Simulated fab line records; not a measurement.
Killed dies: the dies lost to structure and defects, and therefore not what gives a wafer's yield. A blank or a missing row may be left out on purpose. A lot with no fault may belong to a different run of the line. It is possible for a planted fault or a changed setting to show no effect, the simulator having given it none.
Matching of chambers    flow n5-finfet    pecvd-02 running N5_BEOL_M5_ILD_DEP_00: 3 sister chambers
The step deposits SiCOH lowk from DEMS/porogen, target thk 140.64 nm, time 25.9 s. 16 wafers are shown with their chamber, then 8 later ones without.

## WAFERS, EACH WITH ITS CHAMBER
wafer   chamber  heater-power-w (W)  showerhead-plenum-p-Torr (Torr)  throttle-valve-pct (%)
L691.2  1        213                 5.732                            14.2
L691.3  2        304                 5.757                            13.6
L691.6  2        310                 5.752                            14.0
L694.1  2        264                 5.759                            13.9
L694.2  0        285                 5.716                            14.4
L694.5  0        285                 5.725                            14.4
L696.1  2        315                 5.754                            14.1
L696.2  1        215                 5.749                            14.4
L696.6  0        283                 5.723                            14.5
L706.2  2        313                 5.757                            13.9
L706.5  0        242                 5.729                            14.7
L706.6  2        315                 5.766                            13.9
L709.3  2        314                 5.768                            13.9
L709.4  1        213                 5.738                            14.6
L709.5  2        322                 5.755                            13.9
L708.3  2        291                 5.746                            13.8

SIGNATURES, as means of the wafers listed above
reading                   chamber 0  chamber 1  chamber 2  scatter within a chamber
heater-power-w            273.75     213.67     305.33     17.3
showerhead-plenum-p-Torr  5.72325    5.73967    5.75711    0.00681
throttle-valve-pct        14.500     14.400     13.889     0.149
Rule: a wafer's distance from a chamber is the root of the sum, over the readings, of the square of ((its reading less the chamber's mean) divided by the reading's scatter). If the next closest chamber is less than 2 further off than the closest, the wafer can't be placed; otherwise it belongs to the closest. The scatter is the square root of a quotient: the sum, over the shown wafers, of each reading's squared deviation from its chamber's mean, divided by wafers minus chambers.

## WAFERS WITH NO CHAMBER GIVEN
wafer   heater-power-w (W)  showerhead-plenum-p-Torr (Torr)  throttle-valve-pct (%)
L708.4  256                 5.723                            14.3
L710.2  298                 5.738                            14.0
L710.5  300                 5.765                            14.0
L712.3  305                 5.746                            13.9
L712.6  304                 5.765                            13.9
L713.1  266                 5.727                            14.6
L713.3  295                 5.764                            14.1
L713.4  203                 5.755                            14.2

## WHICH CHAMBER EACH WENT THROUGH
wafer    from the rows above       in truth
L708.4   can't be placed: 0 or 1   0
L710.2   can't be placed: 2 or 0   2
L710.5   2                         2
L712.3   2                         2
L712.6   2                         2
L713.1   0                         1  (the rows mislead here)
L713.3   2                         2
L713.4   1                         1
Correct placement for 5 of the 8. Unplaceable from these rows: 2, with the true chamber sitting among the candidates in 2. Placed wrongly: 1.
